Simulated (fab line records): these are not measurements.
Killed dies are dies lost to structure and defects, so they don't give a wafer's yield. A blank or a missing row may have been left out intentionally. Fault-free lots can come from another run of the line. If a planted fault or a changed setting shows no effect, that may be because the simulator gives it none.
A struck lot beside a sound one || flow n5 finfet || 15 steps out of a route of 1938
Sound: these wafers, L475.2, L475.4, L475.6. Struck: wafer L481.4. (L481.1, L481.6 of the same lot were not struck and are left out.) The cause comes at the end.
Order at every step that has rows: each side's tool, ch and its chambers, its first start. Under that, the readings that differ: sound wafers || struck wafers || difference of the means || sigmas: that difference in standard deviations of wafers without a fault.
alike: same words and numbers on both sides, and readings whose means sit less than 2 such deviations apart. not compared: any withheld reading, any reading some wafer has no value for, any bound like >300 that may hide the same value, and any number with overlapping values for which the record gives no deviation.
Wherever a step has rows on one side only, a row that says differs or no value, or a row with sigmas, the two part there. Numbers that have no deviation but don't overlap get no sigmas and don't part them. Lack of a reading on every wafer of one side parts them only where that side has two or more wafers.

first, 7 steps without rows for these wafers: N5_BEOL_M10_COAT_64 (time 60 s, resist thk 30 nm); N5_BEOL_M10_COAT_22 (resist thk 90 nm); N5_BEOL_M10_EBR_24; N5_BEOL_M10_SOFTBAKE_23 (time 60 s); N5_BEOL_M10_EXPOSE_25 (exposes mask V9); N5_BEOL_M10_PEB_26 (peb time 60 s); N5_BEOL_M10_DEVELOP_27 (develop time 30 s).
N5_BEOL_M10_CD_MEAS_28 targets a cd of 70 nm.
  sound on cd sem-03 ch 0, day 12 08:14; struck on cd sem-02 ch 0, day 13 18:22
  alike: cd nm
N5_BEOL_M10_OVL_MEAS_29:
  sound on overlay-01 ch 0, day 12 08:16; struck on overlay-02 ch 0, day 13 18:23
  alike: V9_OVL
N5_BEOL_M10_INSPECT_30: inspects for defects (brightfield).
  sound: defect inspect-01 at day 12 08:17; struck: defect inspect-01 at day 13 18:25
  alike: raw defect count
N5_BEOL_M10_DESCUM_33: chemistry O2, time 7.9 s.
  sound on rie diel-01 ch 1,3, day 12 08:20; struck on rie diel-01 ch 0, day 13 18:27
{"reading": "rf vpp V (V)", "sound": "244.6 242.6 245.6", "struck": 241.1, "difference": -3.2, "sigmas": -2}
{"reading": "showerhead plenum p Torr (Torr)", "sound": "2.19 2.18 2.19", "struck": 1.97, "difference": -0.22, "sigmas": -3}
  alike: drypump motor current A, oes product au, throttle valve pct
  not compared: rf hours counter h
N5_BEOL_M10_ETCH_65: etches SiARC in CF4, target depth 39 nm, time 65 s.
  sound on rie diel-01 ch 1,3, day 12 08:22; struck on rie diel-01 ch 0, day 13 18:29
{"reading": "rf vpp V (V)", "sound": "184.6 184.3 185.6", "struck": 181.8, "difference": -3.0, "sigmas": -2}
{"reading": "showerhead plenum p Torr (Torr)", "sound": "2.25 2.22 2.25", "struck": 2.04, "difference": -0.20, "sigmas": -3}
  alike: drypump motor current A, etch rf on time s, oes product au, throttle valve pct
  not compared: rf hours counter h
N5_BEOL_M10_ETCH_66: etches SOC in N2/H2, target depth 120 nm, overetch 24 nm, time 180 s.
  sound on rie diel-01 ch 1,3, day 12 08:25; struck on rie diel-01 ch 0, day 13 18:32
{"reading": "rf vpp V (V)", "sound": "526.3 527.0 527.8", "struck": 519.4, "difference": -7.6, "sigmas": -3}
{"reading": "run length s (s)", "sound": "203.9 203.4 204.0", "struck": 193.0, "difference": -10.8, "sigmas": -26}
{"reading": "showerhead plenum p Torr (Torr)", "sound": "2.67 2.64 2.67", "struck": 2.40, "difference": -0.26, "sigmas": -3}
{"reading": "model.SiARC_of_BEOL_M10_COAT_64.thk nm (nm)", "sound": "23 22.8 22.8", "struck": 23.6, "difference": "+0.7", "sigmas": ""}
  alike: drypump motor current A, oes product au, throttle valve pct
  not compared: rf hours counter h
then, 1 step without rows for these wafers: N5_BEOL_M10_STRIP_69 (strips in N2/H2).
-- here the record skips 2 days between the struck wafers' starts before and after, leaving off in module BEOL_M10 and picking up in module PASSIVATION (first step shown: number 1936 of the route) --
N5_PASSIVATION_PROBE_49:
  sound: prober-01 at day 14 08:24; struck: prober-01 at day 15 19:27
{"reading": "killed at other", "sound": "1 2 1", "struck": 8, "difference": "+7", "sigmas": "+3"}
{"reading": "sort_bin_6_memory (%)", "sound": "3.0 2.7 2.7", "struck": 4.2, "difference": "+1.4", "sigmas": "+2"}
  alike: defect limited yield, killed_at_M0_to_M3, killed_at_M4_up, killed at contacts, killed at front end, killed dies, killed on rim, killed open, killed short, sort_bin_5_function, sort n pass, sort yield pct

## WHERE THEY PART
Earliest at N5_BEOL_M10_DESCUM_33; latest, in this record, at N5_PASSIVATION_PROBE_49.

WHY: the cause the simulator had injected
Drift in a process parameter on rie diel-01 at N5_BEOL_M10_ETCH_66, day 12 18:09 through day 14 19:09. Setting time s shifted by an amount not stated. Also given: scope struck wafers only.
